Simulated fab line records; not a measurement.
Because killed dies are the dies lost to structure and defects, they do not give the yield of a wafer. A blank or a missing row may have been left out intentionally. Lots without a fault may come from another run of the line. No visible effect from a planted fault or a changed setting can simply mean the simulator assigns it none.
Matching of chambers || flow nand-harc || rie-diel-01 running NHARC_A_STAIRCASE_DESCUM_168: 4 sister chambers
The step chemistry O2, time 3 s. 8 wafers are shown with their chamber, then 10 later ones without.

WAFERS PAIRED WITH THEIR CHAMBERS
{"wafer": "L087.5", "chamber": 0, "showerhead-plenum-p-Torr (Torr)": 1.78, "drypump-motor-current-A (A)": 6.3}
{"wafer": "L086.3", "chamber": 2, "showerhead-plenum-p-Torr (Torr)": 1.91, "drypump-motor-current-A (A)": 6.7}
{"wafer": "L086.5", "chamber": 3, "showerhead-plenum-p-Torr (Torr)": 2.00, "drypump-motor-current-A (A)": 6.3}
{"wafer": "L089.1", "chamber": 0, "showerhead-plenum-p-Torr (Torr)": 1.77, "drypump-motor-current-A (A)": 6.3}
{"wafer": "L089.4", "chamber": 3, "showerhead-plenum-p-Torr (Torr)": 2.00, "drypump-motor-current-A (A)": 6.2}
{"wafer": "L089.6", "chamber": 1, "showerhead-plenum-p-Torr (Torr)": 1.94, "drypump-motor-current-A (A)": 5.7}
{"wafer": "L089.2", "chamber": 2, "showerhead-plenum-p-Torr (Torr)": 1.91, "drypump-motor-current-A (A)": 6.6}
{"wafer": "L089.3", "chamber": 1, "showerhead-plenum-p-Torr (Torr)": 1.94, "drypump-motor-current-A (A)": 5.7}

WAFERS MISSING THEIR CHAMBER
{"wafer": "L089.5", "showerhead-plenum-p-Torr (Torr)": 1.77, "drypump-motor-current-A (A)": 6.4}
{"wafer": "L090.1", "showerhead-plenum-p-Torr (Torr)": 1.93, "drypump-motor-current-A (A)": 5.7}
{"wafer": "L090.3", "showerhead-plenum-p-Torr (Torr)": 1.77, "drypump-motor-current-A (A)": 6.3}
{"wafer": "L090.5", "showerhead-plenum-p-Torr (Torr)": 1.77, "drypump-motor-current-A (A)": 6.3}
{"wafer": "L092.1", "showerhead-plenum-p-Torr (Torr)": 1.77, "drypump-motor-current-A (A)": 6.3}
{"wafer": "L092.4", "showerhead-plenum-p-Torr (Torr)": 1.93, "drypump-motor-current-A (A)": 5.7}
{"wafer": "L092.6", "showerhead-plenum-p-Torr (Torr)": 2.00, "drypump-motor-current-A (A)": 6.3}
{"wafer": "L094.1", "showerhead-plenum-p-Torr (Torr)": 1.90, "drypump-motor-current-A (A)": 6.6}
{"wafer": "L094.3", "showerhead-plenum-p-Torr (Torr)": 1.93, "drypump-motor-current-A (A)": 5.6}
{"wafer": "L094.5", "showerhead-plenum-p-Torr (Torr)": 1.93, "drypump-motor-current-A (A)": 5.6}

WHICH CHAMBER EACH WENT THROUGH
{"wafer": "L089.5", "from the rows above": 0, "in truth": 0}
{"wafer": "L090.1", "from the rows above": 1, "in truth": 1}
{"wafer": "L090.3", "from the rows above": 0, "in truth": 0}
{"wafer": "L090.5", "from the rows above": 0, "in truth": 0}
{"wafer": "L092.1", "from the rows above": 0, "in truth": 0}
{"wafer": "L092.4", "from the rows above": 1, "in truth": 1}
{"wafer": "L092.6", "from the rows above": 3, "in truth": 3}
{"wafer": "L094.1", "from the rows above": 2, "in truth": 2}
{"wafer": "L094.3", "from the rows above": 1, "in truth": 1}
{"wafer": "L094.5", "from the rows above": 1, "in truth": 1}
10 of 10 placed correctly. Not placeable from these rows: 0. 0 placed wrongly.
How it was worked out, from the rows above alone: a wafer's distance from a chamber is the root of the sum, over the readings, of the square of ((its reading less the chamber's mean) divided by the reading's scatter). The wafer belongs to the nearest chamber; if the next one is less than 2 further off, it can't be placed. A chamber's mean is the mean of its shown wafers. The scatter: the root of (the sum of the squares of (reading less its chamber's mean) over the shown wafers, divided by (wafers less chambers)).
